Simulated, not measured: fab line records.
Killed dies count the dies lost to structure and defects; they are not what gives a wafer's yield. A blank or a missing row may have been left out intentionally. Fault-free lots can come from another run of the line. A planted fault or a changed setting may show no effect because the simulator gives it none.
Struck lot and sound lot, side by side / flow n5_finfet / 38 steps out of a route of 1938
Sound: the wafers L452.1, L452.3, L452.4. Wafers L466.2, L466.4, L466.5 were the ones struck. The cause is given at the end.
At each step with rows: each side's tool, then ch and its chambers, then its first start. Under that, the readings that differ: sound wafers / struck wafers / difference of the means / sigmas: that difference in standard deviations of wafers without a fault.
alike: readings with means less than 2 such deviations apart, plus words and numbers identical on both sides. not compared: withheld readings, readings lacking a value on some wafer, bounds such as >300 that could conceal the same value, and numbers that have no deviation in the record and whose values overlap.
A row with sigmas, a row that says differs or no value, or rows on one side alone: a step with any of these is where the two part. Numbers that have no deviation but don't overlap get no sigmas and don't part them. A reading that every wafer of one side lacks parts them only if that side has two wafers or more.

first, 11 steps without rows for these wafers: N5_BEOL_M5_ANNEAL_82 (time 1800 s); N5_BEOL_M5_SPUTTER_83 (material Cu, target thk 15 nm, time 27.62 s); N5_BEOL_M5_ANNEAL_84 (time 1800 s); N5_BEOL_M5_SPUTTER_88 (material Cu, target thk 15 nm, time 27.62 s); N5_BEOL_M5_ANNEAL_89 (time 1800 s); N5_BEOL_M5_SPUTTER_90 (material Cu, target thk 4.5 nm, time 8.29 s); N5_BEOL_M5_ECD_50 (material Cu, target thk 300 nm); N5_BEOL_M5_ANNEAL_51 (time 90 s); N5_BEOL_M5_CMP_52 (polishes, stops on SiCOH lowk, t overpolish 6.9 s, target thk 62 nm); N5_BEOL_M5_PRE_CLEAN_77 (time 15 s); N5_BEOL_M5_CO_CAP_78 (material Co, precursor CCTBA/H2, target thk 2 nm, time 102.1 s).
N5_BEOL_M5_PRE_CLEAN_55: time 15 s.
  sound on pecvd-01 ch 0,1, day 9 08:24; struck on pecvd-01 ch 2, day 12 21:20
then, 1 step without rows for these wafers: N5_BEOL_M5_DEP_56 (deposits SiCN from 3MS/NH3, target thk 8 nm, time 14 s).
N5_BEOL_M5_INSPECT_58: inspects for defects (darkfield).
  sound: defect_inspect-01 at day 9 08:31; struck: defect_inspect-02 at day 12 21:29
reading=raw_defect_count; sound=78 90 53; struck=496 523 540; difference=+446; sigmas=+25
then, 12 steps without rows for these wafers: N5_BEOL_M6_ILD_DEP_00 (deposits SiCOH lowk from DEMS/porogen, target thk 179.75 nm, time 33.4 s); N5_BEOL_M6_CURE_74 (cures SiCOH lowk, time 240 s); N5_BEOL_M6_PECVD_70 (deposits SiO2 from TEOS/O2, target thk 20 nm, time 22.7 s); N5_BEOL_M6_HM_DEP_02 (deposits TiN, target thk 20 nm); N5_BEOL_M6_COAT_59 (time 60 s, resist thk 100 nm); N5_BEOL_M6_COAT_60 (time 60 s, resist thk 35 nm); N5_BEOL_M6_COAT_05 (resist thk 90 nm); N5_BEOL_M6_EBR_07; N5_BEOL_M6_SOFTBAKE_06 (time 60 s); N5_BEOL_M6_EXPOSE_08 (exposes mask M6); N5_BEOL_M6_PEB_09 (peb time 60 s); N5_BEOL_M6_DEVELOP_10 (develop time 30 s).
N5_BEOL_M6_INSPECT_13: inspects for defects (brightfield).
  sound: defect_inspect-01 at day 9 10:34; struck: defect_inspect-02 at day 12 23:57
reading=raw_defect_count; sound=383 445 394; struck=825 737 759; difference=+366; sigmas=+4
then, 9 steps without rows for these wafers: N5_BEOL_M6_DESCUM_16 (chemistry O2, time 7.9 s); N5_BEOL_M6_ETCH_61 (etches SiARC in CF4, target depth 45.5 nm, time 75.8 s); N5_BEOL_M6_ETCH_62 (etches SOC in N2/H2, target depth 110 nm, overetch 22 nm, time 165 s); N5_BEOL_M6_STRIP_68 (strips in N2/H2); N5_BEOL_M6_STRIP_67 (strips in CF4); N5_BEOL_M6_HM_OPEN_17 (chemistry Cl2/BCl3, target TiN, target depth 20 nm, overetch 6 nm); N5_BEOL_M6_STRIP_19 (strips in O2); N5_BEOL_M6_COAT_63 (time 60 s, resist thk 60 nm); N5_BEOL_M6_COAT_64 (time 60 s, resist thk 12 nm).
N5_BEOL_M6_INSPECT_30: inspects for defects (brightfield).
  sound: defect_inspect-02 at day 9 12:47; struck: defect_inspect-02 at day 13 01:28
reading=raw_defect_count; sound=378 432 369; struck=813 714 775; difference=+374; sigmas=+4
-- a jump in the record: the struck wafers' starts before and after are 4 days apart (it breaks off in module BEOL_M6 and resumes in module PASSIVATION, where the first step shown is number 1936 of the route) --
N5_PASSIVATION_PROBE_49:
  sound: prober-02 at day 13 05:40; struck: prober-02 at day 17 02:28
reading=defect_limited_yield (%); sound=93.0 89.6 89.7; struck=86.6 86.1 88.5; difference=-3.7; sigmas=-2
reading=killed_at_M4_up; sound=16 19 17; struck=62 68 71; difference=+50; sigmas=+9
reading=killed_dies; sound=83 123 121; struck=158 164 136; difference=+44; sigmas=+3
reading=killed_on_rim; sound=11 13 21; struck=38 27 31; difference=+17; sigmas=+4
reading=sort_bin_5_function (%); sound=4.5 7.0 5.6; struck=7.5 8.7 6.7; difference=+1.9; sigmas=+2
reading=sort_bin_8_speed (%); sound=0 0.08 0; struck=0 0 0; difference=+0; sigmas=-2
reading=sort_n_pass; sound=1097 1057 1059; struck=1022 1016 1044; difference=-44; sigmas=-3
reading=sort_yield_pct (%); sound=93.0 89.6 89.7; struck=86.6 86.1 88.5; difference=-3.7; sigmas=-2
  alike: killed_at_M0_to_M3, killed_at_contacts, killed_at_front_end, killed_at_other, killed_open, killed_short, sort_bin_6_memory

== WHERE THEY PART ==
At N5_BEOL_M5_INSPECT_58 first; at N5_PASSIVATION_PROBE_49 last (within this record only).

WHY: whatever the simulator had introduced
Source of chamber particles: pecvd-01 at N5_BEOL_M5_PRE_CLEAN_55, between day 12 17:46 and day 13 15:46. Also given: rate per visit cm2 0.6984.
